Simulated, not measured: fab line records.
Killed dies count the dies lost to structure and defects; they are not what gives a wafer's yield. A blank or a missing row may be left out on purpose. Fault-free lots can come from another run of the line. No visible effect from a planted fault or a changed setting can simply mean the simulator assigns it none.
2 desks, one fault    flow n5 finfet    every desk sees just its own numbers, and what lay behind them comes last

THE DEFECT DESK
For each lot, the counts of the inspections along the route, averaged over the sampled wafers that have a number. Marked OUT: a lot whose mean sits more than 4 standard deviations from the usual mean, which makes it out of limits; the brackets give that distance.
Columns: A = raw defect count at N5_BEOL_M7_INSPECT_13, usual 402
lot   first seen here  A
L434  day 9 02:44      387
L436  day 9 13:01      440
L435  day 9 15:44      433
L439  day 10 13:56     418
L444  day 11 20:04     767 (+4.2) OUT
L445  day 11 23:34     866 (+5.3) OUT
L447  day 12 18:19     310
L452  day 13 23:32     389
L455  day 14 08:17     459
L456  day 14 19:25     362
This desk's verdict: out of limits on L444, L445, starting with L444 at day 11 20:04 (raw defect count at N5_BEOL_M7_INSPECT_13). In limits: L434, L436, L435, L439, L447, L452, L455, L456.

DESK OF THE TOOL OWNER: pecvd-02
The tool's own readings at N5_BEOL_M7_PECVD_70 (deposits SiO2 from TEOS/O2, target thk 20 nm, time 22.7 s): means of the sampled wafers that have a number, for each lot that ran on this tool. Marked OUT: a lot whose mean sits more than 4 standard deviations from the usual mean, which makes it out of limits; the brackets give that distance.
Columns: A = heater power w at N5_BEOL_M7_PECVD_70, usual 737 W; B = showerhead plenum p Torr at N5_BEOL_M7_PECVD_70, usual 8.76 Torr; C = throttle valve pct at N5_BEOL_M7_PECVD_70, usual 21.9 %
lot   first seen here  A    B     C
L434  day 9 01:31      718  8.80  23.5
L439  day 10 11:21     702  8.70  22.1
L444  day 11 19:16     756  8.74  21.8
L445  day 11 22:05     624  8.75  21.6
This desk found nothing out of limits on any of the 4 lots.

PUT TOGETHER
The defect desk could have raised an alarm at day 11 20:04, on L444, L445.
The desk of the tool owner found nothing out of limits.
Tool owner's desk: L444, L445 on record, inside its limits.
N5_BEOL_M7_PECVD_70 was run on pecvd-02 by each of the lots named.

WHAT THE SIMULATOR HAD INSERTED
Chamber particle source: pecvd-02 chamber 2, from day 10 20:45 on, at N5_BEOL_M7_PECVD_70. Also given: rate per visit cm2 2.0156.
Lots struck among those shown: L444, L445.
Hours from the fault's start to each desk's first reading out of limits: the defect desk, 23.
